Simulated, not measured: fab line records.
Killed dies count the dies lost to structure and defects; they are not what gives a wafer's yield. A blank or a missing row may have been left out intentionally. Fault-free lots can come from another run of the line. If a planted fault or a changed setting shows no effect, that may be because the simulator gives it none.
A lot that was struck, set against a sound lot | flow nand-harc | 15 steps out of a route of 1302
Sound: wafers L981.1, L981.3, L981.5. Wafers L984.2, L984.3, L984.4 were the ones struck. The cause comes at the end.
For every step that has rows: the tool of each side, followed by ch and its chambers, followed by its first start. Under that, the readings that differ: sound wafers | struck wafers | difference of the means | sigmas: that difference in standard deviations of wafers without a fault.
alike: readings whose means differ by less than 2 such deviations, and words and numbers that are the same on both sides. not compared: withheld readings, readings that some wafer has no value for, bounds like >300 that may hide the same value, and numbers for which the record gives no deviation and whose values overlap.
The two part at a step that has a row with sigmas, a row that says differs or no value, or rows on one side only. When numbers do not overlap yet have no deviation, they are printed without sigmas and do not part them. Lack of a reading on every wafer of one side parts them only where that side has two or more wafers.

first, 4 steps without rows for these wafers: NHARC_A_M0_EBR_05; NHARC_A_M0_EXPOSE_06 (exposes mask A M0, target cd 80 nm); NHARC_A_M0_PEB_07 (peb time 65 s); NHARC_A_M0_DEVELOP_08 (develop time 35 s).
NHARC_A_M0_CD_MEAS_09: target cd 80 nm.
  sound on cd-sem-03 ch 0, day 26 15:24; struck on cd-sem-01 ch 0, day 28 19:11
  alike: cd-nm
NHARC_A_M0_OVL_MEAS_10: pitch 160 nm.
  sound on overlay-01, day 26 15:31; struck on overlay-01, day 28 19:17
  alike: overlay-x-nm, overlay-y-nm
NHARC_A_M0_INSPECT_11:
  sound on defect-inspect-01, day 26 15:32; struck on defect-inspect-02, day 28 19:19
  alike: raw-defect-count
NHARC_A_M0_DESCUM_14: chemistry O2, time 3 s.
  sound on rie-diel-12 ch 0,2, day 26 15:37; struck on rie-diel-10 ch 0,1,2, day 28 19:23
  alike: drypump-motor-current-A, o2-flow-sccm, oes-product-au, rf-vpp-V, showerhead-plenum-p-Torr, throttle-valve-pct
  not compared: rf-hours-counter-h
NHARC_A_M0_ETCH_34: etches the open film in N2/H2, target depth 40 nm, overetch 12 nm, time 43.94 s.
  sound on rie-diel-12 ch 0,2, day 26 15:41; struck on rie-diel-10 ch 0,1,2, day 28 19:28
  alike: drypump-motor-current-A, h2-flow-sccm, oes-product-au, rf-vpp-V, showerhead-plenum-p-Torr, throttle-valve-pct
  not compared: rf-hours-counter-h
NHARC_A_M0_ETCH_15: etches the open film in C4F8/Ar, target depth 150 nm, overetch 15 nm, time 82.5 s.
  sound: rie-diel-12 ch 1,2; struck: rie-diel-10 ch 1,2,3
  alike: oes-product-au, rf-vpp-V
  not compared: rf-hours-counter-h
NHARC_A_M0_CD_MEAS_16:
  sound on cd-sem-01, day 26 15:54; struck on cd-sem-02, day 28 19:41
  alike: cd-nm
NHARC_A_M0_STRIP_18: strips in N2/H2.
  sound on rie-diel-13 ch 1,2,3, day 26 16:00; struck on rie-diel-12 ch 0,1,3, day 28 19:47
  alike: chamber-pressure-mTorr, drypump-motor-current-A, h2-flow-sccm, oes-product-au, rf-vpp-V, showerhead-plenum-p-Torr, throttle-valve-pct
  not compared: rf-hours-counter-h
NHARC_A_M0_STRIP_19: strips in post etch residue remover, time 600 s.
  sound on wet-bench-01 ch 0,2,5, day 26 16:15; struck on wet-bench-07 ch 1,3,6, day 28 20:02
  no value came back on the struck wafers for bath-heat-duty-pct (%), run-length-s (s); on the sound wafers bath-heat-duty-pct (%) reads 12.4 15.1 13.2
NHARC_A_M0_DEGAS_28: time 60 s.
  sound on pvd-sputter-01, day 26 16:31; struck on pvd-sputter-01, day 28 20:18
  alike: heater-power-w
NHARC_END_SORT_01:
  sound on prober-01 ch 0, day 28 09:08; struck on prober-02 ch 0, day 30 18:40
  alike: defect-limited-yield, killed-at-array, killed-at-other, killed-at-periphery, killed-dies, killed-open, killed-short, sort_bin_2_pct, sort_bin_3_pct, sort_bin_4_pct, sort-n-pass, sort-rim-yield-pct, sort-yield-pct

## WHERE THEY PART
NHARC_A_M0_STRIP_19 only, going by this record. Later steps at which nothing parts them and some readings are alike: NHARC_A_M0_DEGAS_28, NHARC_END_SORT_01.

WHY: the cause the simulator had injected
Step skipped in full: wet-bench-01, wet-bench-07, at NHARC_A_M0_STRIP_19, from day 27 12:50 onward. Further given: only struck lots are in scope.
